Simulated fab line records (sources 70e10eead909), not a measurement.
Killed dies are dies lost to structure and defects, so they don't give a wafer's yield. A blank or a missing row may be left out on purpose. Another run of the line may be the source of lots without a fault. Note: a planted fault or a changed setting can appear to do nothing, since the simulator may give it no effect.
fab line records | flow nandHarc
record lots=15 | wafers=45 | lastDay=33
route steps=1302 shown A_CONTACT@1007
lots that met no fault: taken from a fault-free run of the same line
startH: hours from the record's opening day to when the first of the lot's shown wafers began | waitH: how many hours have passed since the lot's step before this one | " identical to the entry in the row above | L1.1+2: a row that stands for several wafers | - either no value or no given start | * or withheld: withheld | < > ~ a bound
route shown NAME@n: NAME is a module with steps in the file, n the number in the route of the first one | usual: average and standard deviation across the fault-free wafers | same: alike in all rows | chamber/n: place in a boat | sites: the reading at each site | _std_site: standard deviation of those values | _edge_site: the outer-site mean with the inner-site mean subtracted | radiusMm: for every site, how far away it sits from the centre of the wafer | mask NAME#n: copy n | behind: the tool/chamber that last shaped the wafer | hold: why the lot was held/for how many hours/how that ended | device: the n, p or np transistor that did not switch | end of line: tests of these same wafers at the route's end | a step given without rows: its recipe and nothing more | killed: not the wafer's yield, but the dies lost to structure and defects at the first sort | map: shows each die of a wafer: x if killed, . if not, _ if none is there
set.NAME: setting as actually run; set.NAME@STEP: the setting as run at that earlier step | model.NAME: the simulator's own value behind a step, which no gauge read
one table for each step of the route and one row for each wafer, over a sample of lots
services: a tool's chamber out of use, with start hour (startH, from the record's first day; less than 0 if before it), hours out, and reason
## steps
# step NHARC_A_CONTACT_ETCH_113
# recipe sourceW=withheld | pressureMtorr=20 | biasV=3000 | timeS=190 | targetDepthA=18500 | arFlowSccm=withheld | c4f8FlowSccm=withheld | o2FlowSccm=withheld | chemistry=C4F8/O2/Ar
# usual chamberPressureMTorr=19.999/0.019 | oesAirLineAu=1.001/0.023
lot.wafer | tool          | chamber | startH | waitH | chamberPressureMTorr | oesAirLineAu | rfHoursCounterH
L265.1    | harCapEtch-03 | 1       | 509.94 | 0.1   | 20.029               | 0.977        | 42
L265.2    | "             | 0       | "      | "     | 19.961               | 1.001        | 42
L265.3    | "             | 0       | "      | "     | 19.998               | 1.008        | -
L264.4    | harCapEtch-03 | 0       | 512.58 | 0.1   | 20.023               | 1.005        | -
L264.3    | "             | 1       | "      | "     | 20.010               | 1.012        | -
L264.6    | "             | 0       | "      | "     | 20.012               | 0.960        | -
L266.1    | harCapEtch-01 | 1       | 518.43 | 0.1   | 20.004               | 0.991        | 0
L266.2    | "             | 0       | "      | "     | 19.991               | 1.003        | 0
L266.5    | "             | 0       | "      | "     | 20.012               | 1.036        | -
L268.2    | harCapEtch-02 | 0       | 529.48 | 0.1   | 20.004               | 1.012        | 90
L268.3    | "             | 0       | "      | "     | 20.007               | 1.002        | -
L268.5    | "             | 1       | "      | "     | 19.997               | 1.022        | -
L267.2    | harCapEtch-01 | 0       | 540.39 | 0.1   | 20.034               | 1.018        | 5
L267.3    | "             | 0       | "      | "     | 20.016               | 0.995        | -
L267.6    | "             | 1       | "      | "     | 20.017               | 1.011        | -
L269.1    | harCapEtch-03 | 0       | 543.88 | 0.1   | 19.994               | 0.967        | 52
L269.3    | "             | 0       | "      | "     | 20.003               | 0.999        | -
L269.6    | "             | 0       | "      | "     | 20.013               | 1.005        | -
L277.1    | harCapEtch-03 | 0       | 618.47 | 0.1   | 19.995               | 0.992        | 64
L277.3    | "             | 0       | "      | "     | 20.009               | 1.019        | -
L277.5    | "             | 1       | "      | "     | 20.001               | 0.990        | -
L278.2    | harCapEtch-01 | 0       | 638.72 | 0.1   | 20.032               | 0.952        | 22
L278.6    | "             | 0       | "      | "     | 19.990               | 0.965        | -
L278.5    | "             | 1       | "      | "     | 19.996               | 1.013        | -
L279.1    | harCapEtch-03 | 0       | 662.28 | 0.2   | 19.982               | 1.015        | 70
L279.4    | "             | 0       | "      | "     | 19.986               | 1.007        | -
L279.5    | "             | 1       | "      | "     | 20.002               | 1.018        | -
L281.3    | harCapEtch-02 | 0       | 683.15 | 0.1   | 20.001               | 0.982        | -
L281.6    | "             | 0       | "      | "     | 19.987               | 1.010        | -
L281.5    | "             | 1       | "      | "     | 19.987               | 0.998        | -
L285.2    | harCapEtch-01 | 0       | 699.04 | 0.1   | 20.014               | 1.052        | 31
L285.4    | "             | 1       | "      | "     | 20.006               | 1.018        | -
L285.5    | "             | 0       | "      | "     | 19.982               | 0.963        | -
L283.1    | harCapEtch-02 | 1       | 699.57 | 0.1   | 19.988               | 1.039        | 118
L283.2    | "             | 0       | "      | "     | 20.019               | 0.970        | 118
L283.3    | "             | 0       | "      | "     | 20.010               | 1.012        | -
L284.2    | harCapEtch-01 | 0       | 708.82 | 0.1   | 20.004               | 0.991        | 34
L284.4    | "             | 0       | "      | "     | 20.012               | 0.980        | -
L284.5    | "             | 1       | "      | "     | 20.002               | 1.009        | -
L282.2    | harCapEtch-02 | 0       | 714.06 | 0.1   | 20.026               | 0.994        | 122
L282.1    | "             | 1       | "      | "     | 19.952               | 0.996        | 122
L282.3    | "             | 0       | "      | "     | 20.011               | 0.994        | -
L286.1    | harCapEtch-02 | 1       | 720.20 | 0.1   | 20.010               | 1.001        | 124
L286.6    | "             | 1       | "      | "     | 20.003               | 1.044        | -
L286.5    | "             | 0       | "      | "     | 19.989               | 1.005        | -
# step NHARC_A_CONTACT_ETCH_114
# recipe sourceW=withheld | pressureMtorr=20 | biasV=3000 | timeS=190 | targetDepthA=18500 | arFlowSccm=withheld | c4f8FlowSccm=withheld | o2FlowSccm=withheld | chemistry=C4F8/O2/Ar
# usual chamberPressureMTorr=20.001/0.019 | oesAirLineAu=1.004/0.022
lot.wafer | tool          | chamber | startH | waitH | chamberPressureMTorr | oesAirLineAu | rfHoursCounterH
L265.1    | harCapEtch-03 | 1       | 510.11 | 0.1   | 20.016               | 1.000        | 43
L265.2    | "             | 0       | "      | "     | 19.992               | 0.975        | 43
L265.3    | "             | 0       | "      | "     | 19.982               | 1.012        | -
L264.4    | harCapEtch-03 | 0       | 512.75 | 0.1   | 20.029               | 0.966        | -
L264.3    | "             | 1       | "      | "     | 20.013               | 1.021        | -
L264.6    | "             | 0       | "      | "     | 20.016               | 1.015        | -
L266.1    | harCapEtch-01 | 1       | 518.60 | 0.1   | 19.959               | 1.050        | 0
L266.2    | "             | 0       | "      | "     | 19.988               | 1.010        | 0
L266.5    | "             | 0       | "      | "     | 19.986               | 1.000        | -
L268.2    | harCapEtch-02 | 0       | 529.65 | 0.1   | 19.982               | 1.023        | 90
L268.3    | "             | 0       | "      | "     | 20.004               | 0.987        | -
L268.5    | "             | 1       | "      | "     | 20.021               | 0.967        | -
L267.2    | harCapEtch-01 | 0       | 540.56 | 0.1   | 20.000               | 1.027        | 5
L267.3    | "             | 0       | "      | "     | 19.993               | 0.999        | -
L267.6    | "             | 1       | "      | "     | 20.031               | 0.991        | -
L269.1    | harCapEtch-03 | 0       | 544.06 | 0.1   | 20.001               | 1.056        | 52
L269.3    | "             | 0       | "      | "     | 19.993               | 1.019        | -
L269.6    | "             | 0       | "      | "     | 19.981               | 1.041        | -
L277.1    | harCapEtch-03 | 0       | 618.64 | 0.1   | 20.020               | 1.033        | 64
L277.3    | "             | 0       | "      | "     | 20.001               | 1.027        | -
L277.5    | "             | 1       | "      | "     | 19.985               | 0.976        | -
L278.2    | harCapEtch-01 | 0       | 638.90 | 0.1   | 20.010               | 0.975        | 23
L278.6    | "             | 0       | "      | "     | 20.022               | 0.985        | -
L278.5    | "             | 1       | "      | "     | 19.992               | 1.017        | -
L279.1    | harCapEtch-03 | 0       | 662.51 | 0.2   | 20.031               | 1.001        | 71
L279.4    | "             | 0       | "      | "     | 19.998               | 0.978        | -
L279.5    | "             | 1       | "      | "     | 19.994               | 1.002        | -
L281.3    | harCapEtch-02 | 0       | 683.33 | 0.1   | 19.995               | 0.994        | -
L281.6    | "             | 0       | "      | "     | 20.001               | 0.977        | -
L281.5    | "             | 1       | "      | "     | 20.033               | 1.019        | -
L285.2    | harCapEtch-01 | 0       | 699.21 | 0.1   | 20.005               | 1.006        | 32
L285.4    | "             | 1       | "      | "     | 19.984               | 1.014        | -
L285.5    | "             | 0       | "      | "     | 19.995               | 0.995        | -
L283.1    | harCapEtch-02 | 1       | 699.74 | 0.1   | 19.989               | 0.991        | 118
L283.2    | "             | 0       | "      | "     | 20.007               | 1.020        | 118
L283.3    | "             | 0       | "      | "     | 20.025               | 1.029        | -
L284.2    | harCapEtch-01 | 0       | 708.99 | 0.1   | 19.985               | 1.011        | 34
L284.4    | "             | 0       | "      | "     | 19.970               | 1.021        | -
L284.5    | "             | 1       | "      | "     | 20.009               | 1.014        | -
L282.2    | harCapEtch-02 | 0       | 714.23 | 0.1   | 19.994               | 0.999        | 122
L282.1    | "             | 1       | "      | "     | 19.988               | 1.007        | 122
L282.3    | "             | 0       | "      | "     | 19.986               | 1.016        | -
L286.1    | harCapEtch-02 | 1       | 720.37 | 0.1   | 20.015               | 0.972        | 124
L286.6    | "             | 1       | "      | "     | 19.987               | 0.966        | -
L286.5    | "             | 0       | "      | "     | 19.994               | 0.998        | -
# step NHARC_A_CONTACT_ETCH_116
# recipe sourceW=withheld | pressureMtorr=20 | biasV=3000 | timeS=190 | targetDepthA=18500 | arFlowSccm=withheld | c4f8FlowSccm=withheld | o2FlowSccm=withheld | chemistry=C4F8/O2/Ar
# usual chamberPressureMTorr=20.002/0.017 | oesAirLineAu=0.998/0.02
lot.wafer | tool          | chamber | startH | waitH | chamberPressureMTorr | oesAirLineAu | rfHoursCounterH
L265.1    | harCapEtch-03 | 1       | 510.45 | 0.1   | 20.014               | 0.989        | 43
L265.2    | "             | 0       | "      | "     | 19.980               | 0.965        | 43
L265.3    | "             | 0       | "      | "     | 19.967               | 0.982        | -
L264.4    | harCapEtch-03 | 0       | 513.09 | 0.1   | 20.000               | 1.011        | -
L264.3    | "             | 1       | "      | "     | 20.006               | 1.026        | -
L264.6    | "             | 0       | "      | "     | 19.986               | 1.035        | -
L266.1    | harCapEtch-01 | 1       | 518.94 | 0.1   | 19.997               | 1.005        | 1
L266.2    | "             | 0       | "      | "     | 19.999               | 0.963        | 1
L266.5    | "             | 0       | "      | "     | 19.964               | 0.974        | -
L268.2    | harCapEtch-02 | 0       | 529.99 | 0.1   | 19.991               | 0.990        | 90
L268.3    | "             | 0       | "      | "     | 20.033               | 0.990        | -
L268.5    | "             | 1       | "      | "     | 19.993               | 0.996        | -
L267.2    | harCapEtch-01 | 0       | 540.91 | 0.1   | 20.038               | 0.993        | 6
L267.3    | "             | 0       | "      | "     | 20.004               | 1.006        | -
L267.6    | "             | 1       | "      | "     | 20.012               | 1.025        | -
L269.1    | harCapEtch-03 | 0       | 544.40 | 0.1   | 20.001               | 1.021        | 52
L269.3    | "             | 0       | "      | "     | 19.985               | 0.987        | -
L269.6    | "             | 0       | "      | "     | 20.015               | 1.009        | -
L277.1    | harCapEtch-03 | 0       | 618.98 | 0.1   | 19.981               | 1.000        | 64
L277.3    | "             | 0       | "      | "     | 20.014               | 0.994        | -
L277.5    | "             | 1       | "      | "     | 20.022               | 1.006        | -
L278.2    | harCapEtch-01 | 0       | 639.24 | 0.1   | 19.999               | 1.007        | 23
L278.6    | "             | 0       | "      | "     | 20.029               | 0.998        | -
L278.5    | "             | 1       | "      | "     | 20.031               | 1.019        | -
L279.1    | harCapEtch-03 | 0       | 662.96 | 0.2   | 20.000               | 0.998        | 71
L279.4    | "             | 0       | "      | "     | 20.003               | 1.013        | -
L279.5    | "             | 1       | "      | "     | 20.012               | 0.980        | -
L281.3    | harCapEtch-02 | 0       | 683.67 | 0.1   | 20.008               | 0.995        | -
L281.6    | "             | 0       | "      | "     | 19.988               | 1.000        | -
L281.5    | "             | 1       | "      | "     | 20.016               | 0.969        | -
L285.2    | harCapEtch-01 | 0       | 699.55 | 0.1   | 20.032               | 1.008        | 32
L285.4    | "             | 1       | "      | "     | 20.028               | 0.980        | -
L285.5    | "             | 0       | "      | "     | 20.031               | 1.006        | -
L283.1    | harCapEtch-02 | 1       | 700.08 | 0.1   | 20.009               | 1.001        | 118
L283.2    | "             | 0       | "      | "     | 20.004               | 1.013        | 118
L283.3    | "             | 0       | "      | "     | 19.994               | 0.977        | -
L284.2    | harCapEtch-01 | 0       | 709.33 | 0.1   | 19.991               | 1.012        | 34
L284.4    | "             | 0       | "      | "     | 20.054               | 1.012        | -
L284.5    | "             | 1       | "      | "     | 19.998               | 1.021        | -
L282.2    | harCapEtch-02 | 0       | 714.57 | 0.1   | 20.037               | 0.975        | 122
L282.1    | "             | 1       | "      | "     | 19.995               | 1.003        | 122
L282.3    | "             | 0       | "      | "     | 20.006               | 1.015        | -
L286.1    | harCapEtch-02 | 1       | 720.72 | 0.1   | 20.020               | 1.028        | 124
L286.6    | "             | 1       | "      | "     | 20.009               | 1.006        | -
L286.5    | "             | 0       | "      | "     | 19.993               | 1.004        | -
# step NHARC_A_CONTACT_ETCH_119
# recipe sourceW=withheld | pressureMtorr=20 | biasV=3000 | timeS=190 | targetDepthA=18500 | arFlowSccm=withheld | c4f8FlowSccm=withheld | o2FlowSccm=withheld | chemistry=C4F8/O2/Ar
# usual chamberPressureMTorr=19.999/0.017 | oesAirLineAu=0.997/0.02
lot.wafer | tool          | chamber | startH | waitH | chamberPressureMTorr | oesAirLineAu | rfHoursCounterH
L265.1    | harCapEtch-03 | 1       | 510.96 | 0.1   | 19.995               | 0.987        | 43
L265.2    | "             | 0       | "      | "     | 19.993               | 0.995        | 43
L265.3    | "             | 0       | "      | "     | 20.010               | 1.028        | -
L264.4    | harCapEtch-03 | 0       | 513.61 | 0.1   | 20.019               | 0.986        | -
L264.3    | "             | 1       | "      | "     | 20.029               | 0.981        | -
L264.6    | "             | 0       | "      | "     | 20.015               | 0.975        | -
L266.1    | harCapEtch-01 | 1       | 519.46 | 0.1   | -                    | -            | -
L266.2    | "             | 0       | "      | "     | -                    | -            | -
L266.5    | "             | 0       | "      | "     | -                    | -            | -
L268.2    | harCapEtch-02 | 0       | 530.51 | 0.1   | -                    | -            | -
L268.3    | "             | 0       | "      | "     | -                    | -            | -
L268.5    | "             | 1       | "      | "     | -                    | -            | -
L267.2    | harCapEtch-01 | 0       | 541.42 | 0.1   | -                    | -            | -
L267.3    | "             | 0       | "      | "     | -                    | -            | -
L267.6    | "             | 1       | "      | "     | -                    | -            | -
L269.1    | harCapEtch-03 | 0       | 544.91 | 0.1   | 19.988               | 0.981        | 53
L269.3    | "             | 0       | "      | "     | 19.980               | 0.966        | -
L269.6    | "             | 0       | "      | "     | 19.990               | 1.014        | -
L277.1    | harCapEtch-03 | 0       | 619.49 | 0.1   | 19.996               | 1.021        | 65
L277.3    | "             | 0       | "      | "     | 19.999               | 1.034        | -
L277.5    | "             | 1       | "      | "     | 20.014               | 0.995        | -
L278.2    | harCapEtch-01 | 0       | 639.76 | 0.1   | 20.022               | 0.988        | 23
L278.6    | "             | 0       | "      | "     | 20.001               | 0.984        | -
L278.5    | "             | 1       | "      | "     | 20.000               | 0.987        | -
L279.1    | harCapEtch-03 | 0       | 663.63 | 0.2   | 19.971               | 1.000        | 71
L279.4    | "             | 0       | "      | "     | 20.000               | 0.994        | -
L279.5    | "             | 1       | "      | "     | 20.010               | 0.973        | -
L281.3    | harCapEtch-02 | 0       | 684.18 | 0.1   | 19.970               | 0.984        | -
L281.6    | "             | 0       | "      | "     | 20.010               | 0.970        | -
L281.5    | "             | 1       | "      | "     | 19.995               | 1.031        | -
L285.2    | harCapEtch-01 | 0       | 700.06 | 0.1   | 20.002               | 0.982        | 32
L285.4    | "             | 1       | "      | "     | 20.006               | 1.006        | -
L285.5    | "             | 0       | "      | "     | 20.007               | 1.018        | -
L283.1    | harCapEtch-02 | 1       | 700.59 | 0.1   | 19.980               | 0.991        | 119
L283.2    | "             | 0       | "      | "     | 19.989               | 0.981        | 119
L283.3    | "             | 0       | "      | "     | 19.983               | 0.989        | -
L284.2    | harCapEtch-01 | 0       | 709.84 | 0.1   | 19.987               | 0.993        | 35
L284.4    | "             | 0       | "      | "     | 19.998               | 0.996        | -
L284.5    | "             | 1       | "      | "     | 20.009               | 1.006        | -
L282.2    | harCapEtch-02 | 0       | 715.08 | 0.1   | 20.001               | 0.988        | 123
L282.1    | "             | 1       | "      | "     | 19.994               | 0.993        | 123
L282.3    | "             | 0       | "      | "     | 20.011               | 1.018        | -
L286.1    | harCapEtch-02 | 1       | 721.23 | 0.1   | 19.986               | 0.989        | 125
L286.6    | "             | 1       | "      | "     | 20.004               | 0.994        | -
L286.5    | "             | 0       | "      | "     | 19.989               | 0.979        | -
## services
tool          | chamber | startH | hours | kind
harCapEtch-01 | -       | 497.03 | 17.0  | pm
harCapEtch-01 | 0       | 497.03 | 17.0  | ventCycle
harCapEtch-01 | 1       | 497.03 | 17.0  | ventCycle
harCapEtch-01 | 0       | 514.03 | -     | clean
harCapEtch-01 | 1       | 514.03 | -     | clean
harCapEtch-03 | -       | 631.25 | 1.4   | repair
## key
firstSign step=NHARC_A_CONTACT_ETCH_119 | reading=toolRecord | direction=missing
effect none on later readings
metAt NHARC_A_CONTACT_ETCH_119
struckLots L266,L267,L268
laterRowsLeftOut L266.1,L266.2,L266.5,L267.2,L267.3,L267.6,L268.2,L268.3,L268.5
sortLeftOut L266.1,L266.2,L266.5,L267.2,L267.3,L267.6,L268.2,L268.3,L268.5
testerLeftOut L266,L267,L268
notActingAt NHARC_A_CONTACT_ETCH_113,NHARC_A_CONTACT_ETCH_114,NHARC_A_CONTACT_ETCH_116
fault kind=skippedStepWhole | tool=harCapEtch-01,harCapEtch-02 | chamber=- | onsetH=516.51 | steps=NHARC_A_CONTACT_ETCH_119 | scope=struckLotsOnly
# testerLeftOut: of these lots the tester's yield and bins aren't shown, on N5 and GAA mostly nor the transistor test; their killed dies are dies lost to structure and defects alone, not to doping, threshold or leakage, so they don't give the yield
# sortLeftOut: the simulated sort isn't trusted on such a fault, so these wafers' sort isn't shown, and their yield isn't known
# laterRowsLeftOut: the simulator's readings of these wafers behind a module that went badly wrong aren't trusted and aren't shown, but for the sort
